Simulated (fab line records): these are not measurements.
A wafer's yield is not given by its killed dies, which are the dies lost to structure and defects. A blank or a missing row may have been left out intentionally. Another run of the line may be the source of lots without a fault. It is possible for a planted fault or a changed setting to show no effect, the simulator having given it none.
fab line records -- flow n5_finfet
record: lots: 10, wafers: 30, last_day: 18
route steps=1938 shown BEOL_M14@1727 PASSIVATION@1936
lots with no fault: from the same line, run without faults
start_h: the number of hours between the record's first day and the start of the first shown wafer of the lot -- wait_h: hours since the lot's step before -- " repeats the value in the row above -- L1.1+2: one row covering several wafers at once -- - no value present, or no start provided -- * or withheld: withheld -- < > ~ a bound
route shown NAME@n: a module of which the file shows steps, and the number in the route of the first -- usual: average and standard deviation across the fault-free wafers -- same: alike in all rows -- chamber/n: place in a boat -- sites: readings site by site -- _std_site: how widely they spread, as a standard deviation -- _edge_site: inner sites' mean taken away from outer sites' mean -- radius_mm: for every site, how far away it sits from the centre of the wafer -- mask NAME#n: copy n -- behind: the tool/chamber that last shaped the wafer -- hold: cause of the lot's hold/its duration in hours/its outcome -- device: the transistor (n, p or np) that didn't switch -- end of line: the route-end tests of the same wafers -- a step without rows: its recipe alone -- killed: not the wafer's yield, but the dies lost to structure and defects at the first sort -- map: shows each die of a wafer: x if killed, . if not, _ if none is there
set.NAME: the setting as run; set.NAME@STEP: as run at that earlier step -- model.NAME: the simulator's own value behind a step, which no gauge read
a sample of lots followed through the steps of the route, with each step as a table and each wafer as a row
services: when a tool's chamber went out of use (start_h, in hours from the record's first day, below 0 if earlier), for how many hours, and the reason
== steps ==
step: N5_BEOL_M14_OVL_MEAS_11
recipe: points_per_wafer: 44
usual: V13_OVL: -3/5.3
lot.wafer,tool,chamber,start_h,wait_h,V13_OVL[nm]
L404.3,overlay-02,0,239.09,0.0,3
L404.4,overlay-02,0,239.09,0.0,-1
L404.5,overlay-02,0,239.09,0.0,-12
L409.1,overlay-01,0,270.32,0.0,-20
L409.4,overlay-01,0,270.32,0.0,-16
L409.6,overlay-01,0,270.32,0.0,-7
L412.1,overlay-02,0,301.94,0.0,1
L412.5,overlay-02,0,301.94,0.0,-9
L412.6,overlay-02,0,301.94,0.0,0
L416.1,overlay-01,0,318.43,0.0,-2
L416.2,overlay-01,0,318.43,0.0,2
L416.3,overlay-01,0,318.43,0.0,-2
L415.2,overlay-01,0,327.85,0.0,-5
L415.4,overlay-01,0,327.85,0.0,-6
L415.6,overlay-01,0,327.85,0.0,-6
L421.2,overlay-02,0,357.03,0.0,-10
L421.4,overlay-02,0,357.03,0.0,3
L421.6,overlay-02,0,357.03,0.0,0
L423.1,overlay-01,0,366.42,0.0,0
L423.4,overlay-01,0,366.42,0.0,-2
L423.6,overlay-01,0,366.42,0.0,0
L424.1,overlay-01,0,370.24,0.0,7
L424.3,overlay-01,0,370.24,0.0,3
L424.4,overlay-01,0,370.24,0.0,5
L426.3,overlay-01,0,388.45,0.0,1
L426.4,overlay-01,0,388.45,0.0,4
L426.5,overlay-01,0,388.45,0.0,-1
L427.2,overlay-02,0,394.73,0.0,-5
L427.3,overlay-02,0,394.73,0.0,-1
L427.4,overlay-02,0,394.73,0.0,4
step: N5_BEOL_M14_VIA_ETCH_16
recipe: chemistry: C4F8/O2/Ar, target: SiO2, he_inner_torr: 15, he_outer_torr: 30, target_depth_a: 12313, time_s: withheld, ion_energy_ev: 800, pressure_mtorr: 20, source_w: 1905, bias_w: 2040, Ar_flow_sccm: 400, C4F8_flow_sccm: 16, O2_flow_sccm: 12, ends: cleared
usual: C4F8_flow_sccm: 16.01/0.047, drypump_motor_current_A: 5.8/0.46, he_inner_torr: 14.999/0.028, he_outer_torr: 30.01/0.06, mfc_ar_sccm: 400.0/1.2, oes_f_703_au: 0.81/0.081, oes_product_au: 0.73/0.078, rf_vpp_V: 2236/20, showerhead_plenum_p_Torr: 3.47/0.12, throttle_valve_pct: 30.80/0.27
lot.wafer,tool,chamber,start_h,wait_h,C4F8_flow_sccm,drypump_motor_current_A,he_inner_torr,he_outer_torr,mfc_ar_sccm,oes_f_703_au,oes_product_au,rf_vpp_V,showerhead_plenum_p_Torr,throttle_valve_pct
L404.3,rie_diel-06,0,239.28,0.0,16.06,5.8,14.991,30.14,397.6,0.67,0.61,2190,3.37,31.19
L404.4,rie_diel-06,3,239.28,0.0,16.01,5.7,15.027,30.07,399.2,0.84,0.76,2258,3.62,30.82
L404.5,rie_diel-06,2,239.28,0.0,16.07,5.1,14.979,29.90,400.8,0.71,0.63,2222,3.27,31.22
L409.1,rie_diel-06,2,270.47,0.0,15.93,5.1,15.026,30.01,401.0,0.70,0.62,2221,3.27,31.21
L409.4,rie_diel-06,2,270.47,0.0,15.96,5.1,14.996,30.01,401.7,0.71,0.63,2220,3.26,31.19
L409.6,rie_diel-06,3,270.47,0.0,16.02,5.8,14.989,30.05,401.2,0.83,0.76,2256,3.61,30.85
L412.1,rie_diel-05,0,302.43,0.0,15.98,5.9,14.992,29.89,401.8,0.84,0.77,2212,3.34,30.54
L412.5,rie_diel-05,3,302.43,0.0,15.98,4.9,14.993,30.11,399.4,0.68,0.61,2237,3.52,30.83
L412.6,rie_diel-05,0,302.43,0.0,15.98,5.9,14.976,30.11,398.8,0.85,0.77,2212,3.34,30.56
L416.1,rie_diel-05,3,318.57,0.0,16.08,4.8,15.022,29.96,398.6,0.68,0.60,2235,3.52,30.83
L416.2,rie_diel-05,2,318.57,0.0,15.99,5.5,15.002,30.01,400.7,0.81,0.74,2235,3.62,30.72
L416.3,rie_diel-05,1,318.57,0.0,16.05,5.2,14.998,30.05,400.5,0.77,0.69,2268,3.44,31.21
L415.2,rie_diel-02,1,328.00,0.0,16.00,6.6,14.998,30.06,401.4,0.77,0.70,2234,3.57,30.49
L415.4,rie_diel-02,0,328.00,0.0,15.95,6.4,14.982,30.09,400.4,0.72,0.64,2238,3.40,30.60
L415.6,rie_diel-02,3,328.00,0.0,16.00,5.8,14.985,30.04,401.6,0.89,0.80,2235,3.36,30.56
L421.2,rie_diel-05,0,357.41,0.0,16.06,5.9,14.987,29.94,400.7,0.83,0.74,2213,3.33,30.55
L421.4,rie_diel-05,1,357.41,0.0,15.89,5.2,15.004,30.00,399.9,0.76,0.68,2268,3.44,31.23
L421.6,rie_diel-05,1,357.41,0.0,15.94,5.2,15.017,30.06,400.9,0.75,0.69,2268,3.44,31.22
L423.1,rie_diel-06,1,366.58,0.0,16.03,5.9,14.983,30.07,400.1,0.85,0.77,2251,3.61,31.29
L423.4,rie_diel-06,0,366.58,0.0,15.94,5.8,14.976,29.97,400.7,0.86,0.78,2187,3.35,30.96
L423.6,rie_diel-06,3,366.58,0.0,16.03,5.8,14.981,30.10,399.2,0.78,0.72,2256,3.60,30.87
L424.1,rie_diel-05,3,370.38,0.0,16.00,4.9,15.030,29.99,399.9,0.96,0.87,2235,3.51,30.77
L424.3,rie_diel-05,1,370.38,0.0,15.95,5.2,15.055,30.07,399.1,0.75,0.68,2268,3.43,31.22
L424.4,rie_diel-05,0,370.38,0.0,15.93,5.9,15.029,30.04,400.3,0.82,0.74,2212,3.33,30.54
L426.3,rie_diel-02,2,388.71,0.0,16.00,5.9,14.981,29.99,399.0,0.96,0.87,2258,3.50,30.50
L426.4,rie_diel-02,2,388.71,0.0,16.04,5.9,15.040,29.90,398.1,0.96,0.87,2259,3.50,30.49
L426.5,rie_diel-02,1,388.71,0.0,15.92,6.6,15.045,30.09,400.4,0.75,0.67,2231,3.55,30.54
L427.2,rie_diel-06,1,394.88,0.0,16.03,5.9,15.046,30.09,401.8,0.84,0.75,2251,3.61,31.30
L427.3,rie_diel-06,0,394.88,0.0,15.91,5.8,14.999,29.91,401.8,0.85,0.77,2187,3.35,30.99
L427.4,rie_diel-06,2,394.88,0.0,16.01,5.1,14.993,30.01,400.3,0.95,0.87,2257,3.65,30.99
step: N5_BEOL_M14_OVL_MEAS_29
recipe: points_per_wafer: 44
usual: M14_OVL: 0/4.7
lot.wafer,tool,chamber,start_h,wait_h,M14_OVL[nm]
L404.3,overlay-02,0,240.02,0.0,-4
L404.4,overlay-02,0,240.02,0.0,-6
L404.5,overlay-02,0,240.02,0.0,-1
L409.1,overlay-01,0,271.30,0.0,4
L409.4,overlay-01,0,271.30,0.0,5
L409.6,overlay-01,0,271.30,0.0,9
L412.1,overlay-01,0,303.14,0.0,0
L412.5,overlay-01,0,303.14,0.0,0
L412.6,overlay-01,0,303.14,0.0,8
L416.1,overlay-02,0,319.28,0.0,-2
L416.2,overlay-02,0,319.28,0.0,10
L416.3,overlay-02,0,319.28,0.0,-3
L415.2,overlay-02,0,328.83,0.0,-8
L415.4,overlay-02,0,328.83,0.0,-8
L415.6,overlay-02,0,328.83,0.0,-2
L421.2,overlay-01,0,358.24,0.0,0
L421.4,overlay-01,0,358.24,0.0,0
L421.6,overlay-01,0,358.24,0.0,0
L423.1,overlay-01,0,367.28,0.0,-1
L423.4,overlay-01,0,367.28,0.0,3
L423.6,overlay-01,0,367.28,0.0,3
L424.1,overlay-02,0,371.09,0.0,-5
L424.3,overlay-02,0,371.09,0.0,-2
L424.4,overlay-02,0,371.09,0.0,0
L426.3,overlay-01,0,389.55,0.0,-13
L426.4,overlay-01,0,389.55,0.0,3
L426.5,overlay-01,0,389.55,0.0,-3
L427.2,overlay-02,0,395.72,0.0,-3
L427.3,overlay-02,0,395.72,0.0,2
L427.4,overlay-02,0,395.72,0.0,3
step: N5_BEOL_M14_INSPECT_30
recipe: mode: adi, inspect_instrument: macro
usual: raw_defect_count: 2.3/1.4
lot.wafer,tool,chamber,start_h,wait_h,raw_defect_count
L404.3,defect_inspect-01,-,240.04,0.0,5
L404.4,defect_inspect-01,-,240.04,0.0,4
L404.5,defect_inspect-01,-,240.04,0.0,1
L409.1,defect_inspect-02,-,271.33,0.0,3
L409.4,defect_inspect-02,-,271.33,0.0,3
L409.6,defect_inspect-02,-,271.33,0.0,2
L412.1,defect_inspect-02,-,303.16,0.0,2
L412.5,defect_inspect-02,-,303.16,0.0,2
L412.6,defect_inspect-02,-,303.16,0.0,4
L416.1,defect_inspect-02,-,319.30,0.0,2
L416.2,defect_inspect-02,-,319.30,0.0,0
L416.3,defect_inspect-02,-,319.30,0.0,1
L415.2,defect_inspect-01,-,328.85,0.0,4
L415.4,defect_inspect-01,-,328.85,0.0,3
L415.6,defect_inspect-01,-,328.85,0.0,4
L421.2,defect_inspect-01,-,358.27,0.0,263
L421.4,defect_inspect-01,-,358.27,0.0,278
L421.6,defect_inspect-01,-,358.27,0.0,247
L423.1,defect_inspect-01,-,367.30,0.0,1
L423.4,defect_inspect-01,-,367.30,0.0,3
L423.6,defect_inspect-01,-,367.30,0.0,1
L424.1,defect_inspect-02,-,371.11,0.0,272
L424.3,defect_inspect-02,-,371.11,0.0,267
L424.4,defect_inspect-02,-,371.11,0.0,287
L426.3,defect_inspect-01,-,389.57,0.0,3
L426.4,defect_inspect-01,-,389.57,0.0,3
L426.5,defect_inspect-01,-,389.57,0.0,3
L427.2,defect_inspect-02,-,395.74,0.0,2
L427.3,defect_inspect-02,-,395.74,0.0,0
L427.4,defect_inspect-02,-,395.74,0.0,2
step: N5_BEOL_M14_OCD_MEAS_35
usual: trench_depth_nm: 555/9.4
lot.wafer,tool,chamber,start_h,wait_h,trench_depth_nm
L404.3,ocd-02,-,240.74,0.0,541
L404.4,ocd-02,-,240.74,0.0,554
L404.5,ocd-02,-,240.74,0.0,542
L409.1,ocd-01,-,271.99,0.0,549
L409.4,ocd-01,-,271.99,0.0,547
L409.6,ocd-01,-,271.99,0.0,546
L412.1,ocd-02,-,303.87,0.0,553
L412.5,ocd-02,-,303.87,0.0,552
L412.6,ocd-02,-,303.87,0.0,552
L416.1,ocd-02,-,319.95,0.0,542
L416.2,ocd-02,-,319.95,0.0,548
L416.3,ocd-02,-,319.95,0.0,567
L415.2,ocd-02,-,329.50,0.0,547
L415.4,ocd-02,-,329.50,0.0,563
L415.6,ocd-02,-,329.50,0.0,547
L421.2,ocd-01,-,358.91,0.0,563
L421.4,ocd-01,-,358.91,0.0,549
L421.6,ocd-01,-,358.91,0.0,545
L423.1,ocd-01,-,368.76,0.0,548
L423.4,ocd-01,-,368.76,0.0,555
L423.6,ocd-01,-,368.76,0.0,542
L424.1,ocd-02,-,371.84,0.0,558
L424.3,ocd-02,-,371.84,0.0,555
L424.4,ocd-02,-,371.84,0.0,561
L426.3,ocd-02,-,390.22,0.0,562
L426.4,ocd-02,-,390.22,0.0,552
L426.5,ocd-02,-,390.22,0.0,568
L427.2,ocd-01,-,396.39,0.0,549
L427.3,ocd-01,-,396.39,0.0,564
L427.4,ocd-01,-,396.39,0.0,566
step: N5_PASSIVATION_PROBE_49
usual: defect_limited_yield: 91.7/1.5, killed_at_M0_to_M3: 30/8.6, killed_at_M4_up: 12/4.5, killed_at_contacts: 13/5.8, killed_at_front_end: 38/11, killed_at_other: 4/3, killed_dies: 97/17, killed_on_rim: 13/3.6, killed_open: 63/12, killed_short: 32/8.8, sort_bin_5_function: 4.8/0.91, sort_bin_6_memory: 3.1/0.68, sort_n_pass: 1083/17, sort_yield_pct: 91.7/1.5
same: gross_dies: 1180, killed_at_back_side: 0, sort_bin_4_leakage[%]: 0, sort_bin_8_speed[%]: 0
lot.wafer,tool,chamber,start_h,wait_h,defect_limited_yield[%],killed_at_M0_to_M3,killed_at_M4_up,killed_at_contacts,killed_at_front_end,killed_at_other,killed_dies,killed_on_rim,killed_open,killed_short,sort_bin_5_function[%],sort_bin_6_memory[%],sort_n_pass,sort_yield_pct[%]
L404.3,prober-01,-,275.29,0.1,92.0,26,11,13,43,1,94,14,69,22,4.7,3.2,1086,92.0
L404.4,prober-01,-,275.34,0.2,89.1,34,9,21,57,8,129,18,94,34,6.2,4.0,1051,89.1
L404.5,prober-01,-,275.39,0.2,89.7,34,9,18,52,8,121,10,75,45,6.5,3.2,1059,89.7
L409.1,prober-01,-,298.25,0.0,92.0,30,6,8,46,4,94,14,61,28,4.5,3.3,1086,92.0
L409.4,prober-01,-,298.40,0.2,92.2,26,11,13,38,4,92,13,60,31,4.6,2.7,1088,92.2
L409.6,prober-01,-,298.50,0.3,92.3,29,7,10,36,9,91,12,55,29,4.7,2.0,1089,92.3
L412.1,prober-02,-,325.48,0.0,91.9,27,8,15,43,2,95,14,60,34,4.7,3.2,1085,91.9
L412.5,prober-02,-,325.68,0.2,92.8,21,21,13,30,0,85,12,54,26,4.5,2.3,1095,92.8
L412.6,prober-02,-,325.73,0.3,92.5,34,5,20,28,1,88,8,60,25,5.0,2.3,1092,92.5
L416.1,prober-02,-,349.39,0.0,90.9,34,11,9,41,12,107,14,73,32,4.3,4.2,1073,90.9
L416.2,prober-02,-,349.44,0.1,91.9,31,10,9,43,3,96,15,51,41,5.3,2.5,1084,91.9
L416.3,prober-02,-,349.49,0.1,89.6,35,24,15,48,1,123,17,80,42,6.0,3.8,1057,89.6
L415.2,prober-02,-,357.05,0.1,92.9,19,16,15,32,2,84,11,60,21,3.7,3.1,1096,92.9
L415.4,prober-02,-,357.15,0.2,92.6,21,9,7,43,7,87,15,54,32,4.5,2.7,1093,92.6
L415.6,prober-02,-,357.25,0.3,93.3,17,12,18,30,2,79,11,56,22,3.7,2.9,1101,93.3
L421.2,prober-02,-,385.17,0.1,85.8,37,85,11,34,0,167,19,74,27,8.5,4.4,1013,85.8
L421.4,prober-02,-,385.27,0.2,86.3,44,56,8,45,9,162,31,88,29,8.4,4.2,1018,86.3
L421.6,prober-02,-,385.37,0.3,87.0,21,67,2,59,4,153,26,72,31,7.8,4.1,1027,87.0
L423.1,prober-02,-,391.01,0.0,89.5,55,8,6,52,3,124,23,81,39,5.8,4.2,1056,89.5
L423.4,prober-02,-,391.16,0.2,91.9,33,9,7,43,4,96,12,58,36,5.0,3.1,1084,91.9
L423.6,prober-02,-,391.26,0.3,92.5,33,7,8,37,4,89,12,47,39,3.9,3.6,1091,92.5
L424.1,prober-01,-,399.18,0.0,86.9,33,89,4,29,0,155,20,61,14,8.1,3.6,1025,86.9
L424.3,prober-01,-,399.28,0.1,90.5,26,48,8,29,1,112,26,45,24,6.2,2.4,1068,90.5
L424.4,prober-01,-,399.33,0.2,87.8,19,88,20,15,2,144,18,45,24,8.2,3.0,1036,87.8
L426.3,prober-01,-,415.91,0.1,92.4,35,9,15,26,5,90,9,56,32,4.2,3.0,1090,92.4
L426.4,prober-01,-,415.96,0.2,93.0,37,8,8,25,5,83,14,58,22,4.3,2.3,1097,93.0
L426.5,prober-01,-,416.01,0.2,91.5,44,13,19,24,0,100,14,65,34,5.1,3.1,1080,91.5
L427.2,prober-02,-,421.86,0.1,92.8,31,9,11,32,2,85,11,52,29,4.4,2.4,1095,92.8
L427.3,prober-02,-,421.91,0.1,92.0,22,14,20,38,0,94,15,72,20,4.9,3.1,1086,92.0
L427.4,prober-02,-,421.96,0.2,91.3,32,13,17,41,0,103,18,67,30,4.3,4.2,1077,91.3
killed by level:class
L404.3 STI_FIN_REVEAL:geometric_particle:open=21 BEOL_M0_SAQP:geometric_particle:open=8 MOL_CONTACT_COAG:geometric_particle:open=8 BEOL_M3:geometric_particle:open=8 BEOL_M4:geometric_particle:open=7 GATE_CUT:geometric_particle:short=6 BEOL_M0_SAQP:geometric_particle:short=5 MOL_CONTACT_COAG:geometric_particle:short=5
L404.4 STI_FIN_REVEAL:geometric_particle:open=37 MOL_CONTACT_COAG:geometric_particle:open=19 BEOL_M0_SAQP:geometric_particle:short=10 BEOL_M0_SAQP:geometric_particle:open=7 STI_FIN_REVEAL:geometric_particle:short=6 BEOL_M2:geometric_particle:open=5 BEOL_M4:geometric_particle:open=5 FIN_SAQP:geometric_particle:open=3
L404.5 STI_FIN_REVEAL:geometric_particle:open=18 MOL_CONTACT_COAG:geometric_particle:open=14 BEOL_M0_SAQP:geometric_particle:open=12 BEOL_M0_SAQP:geometric_particle:short=7 BEOL_M2:geometric_particle:open=6 GATE_CUT:geometric_particle:short=6 FIN_SAQP:geometric_particle:short=5 PASS1_CAP:geometric_particle:short=5
L409.1 STI_FIN_REVEAL:geometric_particle:open=11 BEOL_M1:geometric_particle:open=10 FIN_SAQP:geometric_particle:short=9 FIN_SAQP:geometric_particle:open=8 DUMMY_GATE:geometric_particle:open=6 MOL_CONTACT_COAG:geometric_particle:open=5 BEOL_M0_SAQP:geometric_particle:open=4 SD_EPI_P:coat_microbubble_printed=4
L409.4 MOL_CONTACT_COAG:geometric_particle:open=9 FIN_SAQP:geometric_particle:open=8 BEOL_M0_SAQP:geometric_particle:open=7 BEOL_M1:geometric_particle:open=7 BEOL_M0_SAQP:geometric_particle:short=6 STARTING-WAFER:geometric_particle:short=6 FIN_SAQP:geometric_particle:short=5 STI_FIN_REVEAL:geometric_particle:open=5
L409.6 BEOL_M0_SAQP:geometric_particle:open=10 MOL_CONTACT_COAG:geometric_particle:open=9 BEOL_M0_SAQP:geometric_particle:short=6 STI_FIN_REVEAL:geometric_particle:open=5 GATE_CUT:geometric_particle:short=5 GATE_CUT:geometric_particle:open=5 BEOL_M1:geometric_particle:open=5 BEOL_M8:geometric_particle:open=5
L412.1 MOL_CONTACT_COAG:geometric_particle:open=13 FIN_SAQP:geometric_particle:short=10 GATE_CUT:geometric_particle:open=8 BEOL_M3:geometric_particle:open=8 GATE_CUT:geometric_particle:short=7 DUMMY_GATE:geometric_particle:open=6 BEOL_M0_SAQP:geometric_particle:short=6 BEOL_M0:geometric_particle:open=4
L412.5 MOL_CONTACT_COAG:geometric_particle:open=11 GATE_CUT:geometric_particle:short=7 BEOL_M0_SAQP:geometric_particle:open=7 BEOL_M3:geometric_particle:open=5 BEOL_M8:geometric_particle:open=5 BEOL_M0_SAQP:geometric_particle:short=4 BEOL_M7:geometric_particle:open=4 FIN_SAQP:geometric_particle:short=3
L412.6 MOL_CONTACT_COAG:geometric_particle:open=16 BEOL_M3:geometric_particle:open=10 DUMMY_GATE:geometric_particle:open=6 BEOL_M0_SAQP:geometric_particle:open=6 BEOL_M0_SAQP:geometric_particle:short=5 STI_FIN_REVEAL:geometric_particle:open=4 MOL_CONTACT_COAG:geometric_particle:short=4 BEOL_M1:geometric_particle:open=4
L416.1 BEOL_M0_SAQP:geometric_particle:open=9 FIN_SAQP:geometric_particle:short=8 DUMMY_GATE:geometric_particle:open=8 MOL_CONTACT_COAG:geometric_particle:open=8 BEOL_M0_SAQP:geometric_particle:short=8 PAD_METAL:geometric_particle:open=7 BEOL_M1:geometric_particle:open=6 FIN_SAQP:geometric_particle:open=5
L416.2 BEOL_M3:geometric_particle:short=10 GATE_CUT:geometric_particle:short=8 STI_FIN_REVEAL:geometric_particle:open=7 MOL_CONTACT_COAG:geometric_particle:open=7 STARTING-WAFER:geometric_particle:short=7 BEOL_M2:geometric_particle:open=6 BEOL_M3:geometric_particle:open=6 BEOL_M0_SAQP:geometric_particle:open=5
L416.3 BEOL_M1:geometric_particle:open=14 MOL_CONTACT_COAG:geometric_particle:open=11 BEOL_M4:geometric_particle:open=10 FIN_SAQP:geometric_particle:short=9 DUMMY_GATE:geometric_particle:open=8 GATE_CUT:geometric_particle:short=7 BEOL_M0_SAQP:geometric_particle:open=7 GATE_CUT:geometric_particle:open=6
L415.2 MOL_CONTACT_COAG:geometric_particle:open=13 DUMMY_GATE:geometric_particle:open=11 BEOL_M4:geometric_particle:open=6 BEOL_M2:geometric_particle:open=5 DUMMY_GATE:geometric_particle:short=4 BEOL_M0:geometric_particle:open=4 STI_FIN_REVEAL:geometric_particle:open=3 BEOL_M5:geometric_particle:open=3
L415.4 STI_FIN_REVEAL:geometric_particle:open=11 FIN_SAQP:geometric_particle:short=9 MOL_CONTACT_COAG:geometric_particle:open=6 FIN_SAQP:geometric_particle:open=5 BEOL_M0_SAQP:geometric_particle:short=5 STI_FIN_REVEAL:geometric_particle:short=4 BEOL_M0:geometric_particle:open=4 BEOL_M2:geometric_particle:open=4
L415.6 MOL_CONTACT_COAG:geometric_particle:open=15 FIN_SAQP:geometric_particle:open=6 STI_FIN_REVEAL:geometric_particle:open=5 BEOL_M2:geometric_particle:open=4 BEOL_M0:geometric_particle:open=4 BEOL_M4:geometric_particle:short=4 DUMMY_GATE:geometric_particle:open=3 MOL_CONTACT_COAG:geometric_particle:short=3
L421.2 BEOL_M14:unspecified=66 BEOL_M3:geometric_particle:open=15 BEOL_M4:geometric_particle:open=13 STI_FIN_REVEAL:geometric_particle:open=10 MOL_CONTACT_COAG:geometric_particle:open=10 BEOL_M0_SAQP:geometric_particle:open=9 BEOL_M0_SAQP:geometric_particle:short=8 FIN_SAQP:geometric_particle:short=4
L421.4 BEOL_M14:unspecified=44 STI_FIN_REVEAL:geometric_particle:open=13 BEOL_M0_SAQP:geometric_particle:open=10 BEOL_M2:geometric_particle:open=8 BEOL_M3:geometric_particle:open=8 FIN_SAQP:geometric_particle:open=7 ILD0:geometric_particle:open=7 MOL_CONTACT_COAG:geometric_particle:open=7
L421.6 BEOL_M14:unspecified=48 FIN_SAQP:geometric_particle:open=25 BEOL_M4:geometric_particle:open=10 FIN_SAQP:geometric_particle:short=8 STI_FIN_REVEAL:geometric_particle:open=7 BEOL_M0_SAQP:geometric_particle:short=5 BEOL_M1:geometric_particle:open=4 BEOL_M0_SAQP:geometric_particle:open=4
L423.1 STI_FIN_REVEAL:geometric_particle:open=17 BEOL_M0_SAQP:geometric_particle:open=15 BEOL_M1:geometric_particle:open=9 BEOL_M3:geometric_particle:open=9 FIN_SAQP:geometric_particle:short=7 BEOL_M3:geometric_particle:short=7 BEOL_M0_SAQP:geometric_particle:short=7 FIN_SAQP:geometric_particle:open=6
L423.4 STI_FIN_REVEAL:geometric_particle:open=18 BEOL_M0_SAQP:geometric_particle:short=12 GATE_CUT:geometric_particle:short=8 BEOL_M0_SAQP:geometric_particle:open=6 MOL_CONTACT_COAG:geometric_particle:open=6 STI_FIN_REVEAL:geometric_particle:short=5 BEOL_M2:geometric_particle:open=5 BEOL_M0:geometric_particle:open=4
L423.6 FIN_SAQP:geometric_particle:short=13 BEOL_M3:geometric_particle:open=9 FIN_SAQP:geometric_particle:open=7 GATE_CUT:geometric_particle:short=7 BEOL_M2:geometric_particle:open=7 MOL_CONTACT_COAG:geometric_particle:open=6 BEOL_M0_SAQP:geometric_particle:open=6 BEOL_M0_SAQP:geometric_particle:short=5
L424.1 BEOL_M14:unspecified=79 BEOL_M0_SAQP:geometric_particle:open=14 STI_FIN_REVEAL:geometric_particle:open=11 BEOL_M2:geometric_particle:open=10 DUMMY_GATE:geometric_particle:open=5 BEOL_M4:geometric_particle:open=5 MOL_CONTACT_COAG:geometric_particle:open=3 GATE_CUT:geometric_particle:open=3
L424.3 BEOL_M14:unspecified=41 BEOL_M0_SAQP:geometric_particle:short=11 MOL_CONTACT_COAG:geometric_particle:open=8 BEOL_M4:geometric_particle:open=6 BEOL_M0_SAQP:geometric_particle:open=5 FIN_SAQP:geometric_particle:short=4 STI_FIN_REVEAL:geometric_particle:open=4 DUMMY_GATE:geometric_particle:open=4
L424.4 BEOL_M14:unspecified=72 MOL_CONTACT_COAG:geometric_particle:open=14 MOL_CONTACT_COAG:geometric_particle:short=6 BEOL_M2:geometric_particle:open=6 BEOL_M0_SAQP:geometric_particle:open=5 BEOL_M4:geometric_particle:open=5 STI_FIN_REVEAL:geometric_particle:open=4 BEOL_M0_SAQP:geometric_particle:short=4
L426.3 MOL_CONTACT_COAG:geometric_particle:open=14 BEOL_M3:geometric_particle:open=12 FIN_SAQP:geometric_particle:short=7 BEOL_M1:geometric_particle:open=6 BEOL_M0_SAQP:geometric_particle:open=6 BEOL_M3:geometric_particle:short=5 BEOL_M4:geometric_particle:open=4 GATE_CUT:geometric_particle:short=3
L426.4 BEOL_M3:geometric_particle:open=11 STI_FIN_REVEAL:geometric_particle:open=8 BEOL_M1:geometric_particle:open=7 BEOL_M0_SAQP:geometric_particle:open=6 MOL_CONTACT_COAG:geometric_particle:open=5 BEOL_M0_SAQP:geometric_particle:short=4 DUMMY_GATE:geometric_particle:open=3 GATE_CUT:geometric_particle:open=3
L426.5 MOL_CONTACT_COAG:geometric_particle:open=14 BEOL_M1:geometric_particle:open=12 BEOL_M2:geometric_particle:open=11 FIN_SAQP:geometric_particle:short=8 BEOL_M0_SAQP:geometric_particle:open=8 BEOL_M4:geometric_particle:open=6 BEOL_M0_SAQP:geometric_particle:short=5 STARTING-WAFER:geometric_particle:open=5
L427.2 BEOL_M0_SAQP:geometric_particle:short=11 BEOL_M2:geometric_particle:open=8 MOL_CONTACT_COAG:geometric_particle:open=7 STI_FIN_REVEAL:geometric_particle:open=5 BEOL_M0_SAQP:geometric_particle:open=5 MOL_CONTACT_COAG:geometric_particle:short=4 GATE_CUT:geometric_particle:open=4 BEOL_M4:geometric_particle:open=4
L427.3 MOL_CONTACT_COAG:geometric_particle:open=17 STI_FIN_REVEAL:geometric_particle:open=13 DUMMY_GATE:geometric_particle:open=12 BEOL_M0_SAQP:geometric_particle:short=7 BEOL_M1:geometric_particle:open=6 BEOL_M0_SAQP:geometric_particle:open=5 BEOL_M4:geometric_particle:open=4 FIN_SAQP:geometric_particle:short=3
L427.4 MOL_CONTACT_COAG:geometric_particle:open=14 STI_FIN_REVEAL:geometric_particle:open=8 FIN_SAQP:geometric_particle:short=7 BEOL_M0_SAQP:geometric_particle:short=7 FIN_SAQP:geometric_particle:open=6 BEOL_M1:geometric_particle:open=6 BEOL_M3:geometric_particle:open=5 BEOL_M0_SAQP:geometric_particle:open=4
== services ==
tool,chamber,start_h,hours,kind
rie_diel-02,3,221.54,-,clean
rie_diel-02,3,221.54,-,consumable_replace:focus_ring
rie_diel-06,0,247.37,-,clean
rie_diel-06,0,247.37,-,consumable_replace:focus_ring
rie_diel-06,0,247.37,23.0,scheduled_down
rie_diel-06,0,247.37,23.0,vent_cycle
rie_diel-05,0,304.59,5.7,repair
rie_diel-06,3,310.47,18.0,repair
rie_diel-05,3,328.62,-,clean
rie_diel-05,3,328.62,-,consumable_replace:focus_ring
rie_diel-05,3,328.62,14.2,scheduled_down
rie_diel-05,3,328.62,14.2,vent_cycle
rie_diel-02,2,339.53,-,clean
rie_diel-02,2,339.53,-,consumable_replace:focus_ring
rie_diel-02,2,339.53,21.4,scheduled_down
rie_diel-02,2,339.53,21.4,vent_cycle
rie_diel-06,2,342.28,-,clean
rie_diel-06,2,342.28,-,consumable_replace:focus_ring
rie_diel-06,2,342.28,-,consumable_replace:showerhead
rie_diel-06,2,342.28,28.4,scheduled_down
rie_diel-06,2,342.28,28.4,vent_cycle
rie_diel-02,0,380.96,-,clean
rie_diel-06,2,382.78,5.8,repair
rie_diel-05,0,383.06,16.6,repair
== key ==
first_sign: step: N5_BEOL_M14_INSPECT_30, reading: raw_defect_count, direction: up, sigmas: 99+, usual: 2.3, struck: 269
effect: step: N5_PASSIVATION_PROBE_49, reading: killed_at_M4_up, direction: up, sigmas: 13, usual: 12, struck: 72
more_kills_born_at: N5_BEOL_M14_VIA_ETCH_16@rie_diel-05: 350
met_at N5_BEOL_M14_VIA_ETCH_16
struck_lots L421,L424
not_acting_at N5_BEOL_M14_OVL_MEAS_11,N5_BEOL_M14_OVL_MEAS_29,N5_BEOL_M14_OCD_MEAS_35
onset_between 318.57 357.41
fault: kind: chamber_particle_source, tool: rie_diel-05, chamber: -, onset_h: 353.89, steps: N5_BEOL_M14_VIA_ETCH_16, rate_per_visit_cm2: 0.41822, end_h: 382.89
